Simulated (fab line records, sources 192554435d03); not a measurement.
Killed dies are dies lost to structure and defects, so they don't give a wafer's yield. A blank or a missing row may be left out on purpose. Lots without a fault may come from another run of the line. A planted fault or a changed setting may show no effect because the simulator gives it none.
Chamber matching | flow n5_finfet | N5_BEOL_M4_PRE_CLEAN_60 on cvd_co-02: 3 sister chambers
The step time 15 s. 3 wafers are shown with their chamber, then 7 later ones without.

WAFERS WITH THEIR CHAMBER
wafer  | chamber | heater_power_w (W)
L888.5 | 1       | 75
L891.6 | 0       | 81
L899.2 | 2       | 94

WAFERS WITHOUT THEIR CHAMBER
wafer  | heater_power_w (W)
L899.4 | 95
L903.4 | 96
L903.5 | 95
L903.6 | 81
L902.2 | 82
L902.4 | 78
L902.6 | 79

WHICH CHAMBER EACH WENT THROUGH
wafer  | from the rows above     | in truth
L899.4 | 2                       | 2
L903.4 | 2                       | 2
L903.5 | 2                       | 2
L903.6 | 0                       | 0
L902.2 | 0                       | 0
L902.4 | can't be placed: 0 or 1 | 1
L902.6 | can't be placed: 0 or 1 | 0
Placed correctly: 5 of 7. Can't be placed from these rows: 2 (the true chamber is among the candidates in 2). Placed wrongly: 0.
How it was worked out, from the rows above alone: a wafer's distance from a chamber is the root of the sum, over the readings, of the square of ((its reading less the chamber's mean) divided by the reading's scatter). The wafer belongs to the nearest chamber; if the next one is less than 2 further off, it can't be placed. A chamber's mean is the mean of its shown wafers. The scatter: with one shown wafer a chamber, the root of the mean of the squares of how far each hidden wafer lies from its nearest shown one.
